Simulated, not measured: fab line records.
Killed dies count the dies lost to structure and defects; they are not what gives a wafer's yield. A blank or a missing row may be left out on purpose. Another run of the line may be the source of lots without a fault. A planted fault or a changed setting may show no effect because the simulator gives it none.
A struck lot beside a sound one | flow n5 finfet | 38 steps out of a route of 1938
Sound: these wafers, L673.1, L673.5, L673.6. Struck: wafer L692.6 (L692.1, L692.4, from the same lot, were not struck and are left out); the cause is given at the end.
At each step with rows: each side's tool, then ch and its chambers, then its first start. Under that, the readings that differ: sound wafers | struck wafers | difference of the means | sigmas: that difference in standard deviations of wafers without a fault.
alike: readings with means less than 2 such deviations apart, plus words and numbers identical on both sides. not compared: withheld readings, readings lacking a value on some wafer, bounds such as >300 that could conceal the same value, and numbers that have no deviation in the record and whose values overlap.
The two part at a step that has a row with sigmas, a row that says differs or no value, or rows on one side only. When numbers do not overlap yet have no deviation, they are printed without sigmas and do not part them. A reading that every wafer of one side lacks parts them only if that side has two wafers or more.

first, 9 steps without rows for these wafers: N5_MOL_CONTACT_COAG_PRE_CLEAN_142 (time 60 s); N5_MOL_CONTACT_COAG_SPUTTER_130 (material Co, target thk 47.5 nm); N5_MOL_CONTACT_COAG_PRECLEAN_125 (cleans in DIW, time 57.5 s); N5_MOL_CONTACT_COAG_SRD_126 (dry time 32 s); N5_MOL_CONTACT_COAG_CMP_23 (polishes, stops on SiO2, t overpolish 1.5 s, target thk 0 nm); N5_MOL_CONTACT_COAG_WET_ETCH_26 (target Co, target depth 13 nm); N5_MOL_CONTACT_COAG_WET_ETCH_116 (etches the open film in SC1-inhibited, target depth 4.6 nm, rinse time 30 s); N5_MOL_CONTACT_COAG_ALD_27 (deposits SiOC, target thk 17 nm, pulse time 1.5 s, time 2720 s); N5_MOL_CONTACT_COAG_CMP_28 (polishes, stops on SiNx, t overpolish 0.85 s, target thk 14.522 nm).
N5_MOL_CONTACT_COAG_ALD_123: deposits SiNx, target thk 5 nm, pulse time 1 s, purge time 2 s.
  sound on ald sin-02 ch 0,2,3, day 5 19:07; struck on ald sin-04 ch 2, day 10 12:04
  reading                                            | sound             | struck | difference | sigmas
  ald cycles                                         | 100 100 100       | 112    | +12        |
  precursor pulse height rel                         | 0.987 0.980 0.975 | 1.036  | +0.055     | +3
  model.SiNx_of_MOL_CONTACT_COAG_ALD_123.thk nm (nm) | 5 5 5             | 5.6    | +0.6       |
  alike: heater power w
then, 26 steps without rows for these wafers: N5_MOL_CONTACT_COAG_PECVD_31 (deposits SiO2 from TEOS/O2, target thk 46 nm, time 8.9 s); N5_MOL_CONTACT_COAG_COAT_75 (time 60 s, resist thk 60 nm); N5_MOL_CONTACT_COAG_COAT_76 (time 60 s, resist thk 10 nm); N5_MOL_CONTACT_COAG_COAT_77 (time 60 s, resist thk 10 nm); N5_MOL_CONTACT_COAG_COAT_78 (resist thk 40 nm); N5_MOL_CONTACT_COAG_EBR_80; N5_MOL_CONTACT_COAG_SOFTBAKE_79 (time 60 s); N5_MOL_CONTACT_COAG_EXPOSE_81 (exposes mask VG, defocus 0 nm); N5_MOL_CONTACT_COAG_PEB_82 (peb time 60 s); N5_MOL_CONTACT_COAG_DEVELOP_83 (develop time 30 s); N5_MOL_CONTACT_COAG_DESCUM_88 (chemistry O2, time 7 s); N5_MOL_CONTACT_COAG_ETCH_89 (etches underlayer in N2/H2, target depth 13 nm, time 10.4 s); N5_MOL_CONTACT_COAG_ETCH_90 (etches SiARC in CF4, target depth 13 nm, time 21.7 s); N5_MOL_CONTACT_COAG_ALD_131 (deposits SiO2, target thk 5 nm, pulse time 1 s, co reactant pulse time 1 s); N5_MOL_CONTACT_COAG_ETCHBACK_132 (etches SiO2 in CHF3, target depth 10 nm, time 6.7 s); N5_MOL_CONTACT_COAG_ETCH_91 (etches SOC in N2/H2, target depth 60 nm, overetch 21 nm, time 101.2 s); N5_MOL_CONTACT_COAG_STRIP_92 (strips in N2/H2); N5_MOL_CONTACT_COAG_STRIP_93 (strips in N2/H2); N5_MOL_CONTACT_COAG_ETCHBACK_135 (etches SiO2 in CHF3, target depth 25 nm, time 16.7 s); N5_MOL_CONTACT_COAG_STRIP_118 (strips in CHF3); N5_MOL_CONTACT_COAG_VIA_ETCH_46 (etches SiO2 in C4F6/O2, target depth 46 nm, overetch 9.2 nm, time 40 s); N5_MOL_CONTACT_COAG_STRIP_96 (strips in N2/H2); N5_MOL_CONTACT_COAG_ETCH_47 (etches SiNx in CH3F/O2, stops on W, target depth 27 nm); N5_MOL_CONTACT_COAG_STRIP_119 (strips in N2/H2, time 30 s); N5_MOL_CONTACT_COAG_PRECLEAN_144 (cleans in alkaline clean, time 60 s); N5_MOL_CONTACT_COAG_SRD_145 (time 30 s).
N5_MOL_CONTACT_COAG_ETCH_124: etches SiNx in CH3F/O2, stops on SiOC, target depth 6.5 nm.
  sound on rie diel-04 ch 0,2, day 5 23:06; struck on rie diel-05 ch 1, day 10 16:46
  reading                  | sound             | struck | difference | sigmas
  oes product au (a.u.)    | 0.67 0.61 0.67    | 0.76   | +0.11      | +2
  model.etch.depth nm (nm) | 4.987 4.991 4.972 | 5.598  | +0.615     |
  alike: CH3F_flow_sccm, drypump motor current A, oes_ar_750_au, rf vpp V, showerhead plenum p Torr, throttle valve pct
  not compared: rf hours counter h
-- record jumps: 3 days separate the struck wafers' starts on either side; left off in module MOL_CONTACT_COAG, taken up again in module BEOL_M4, whose first shown step is the route's number 1111 --
N5_BEOL_M4_RC_MEAS_101:
  sound on prober-01 ch 0, day 8 20:40; struck on prober-01 ch 0, day 13 19:02
  reading        | sound             | struck | difference | sigmas
  DIBL_P (mV/V)  | 34.5 35.2 33.5    | 37.5   | +3.1       | +2
  IOFF_N (nA/um) | 0.140 0.152 0.124 | 0.187  | +0.048     | +2
  IOFF_P (nA/um) | 0.176 0.195 0.160 | 0.232  | +0.055     | +2
  alike: DIBL_N, ION_N, ION_P, SS_N, SS_P, VT_N, VT_P

WHERE THEY PART
Earliest at N5_MOL_CONTACT_COAG_ALD_123; latest, in this record, at N5_BEOL_M4_RC_MEAS_101.

WHY: whatever the simulator had introduced
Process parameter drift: ald sin-04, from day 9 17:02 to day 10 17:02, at N5_MOL_CONTACT_COAG_ALD_123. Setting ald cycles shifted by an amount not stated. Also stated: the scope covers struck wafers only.
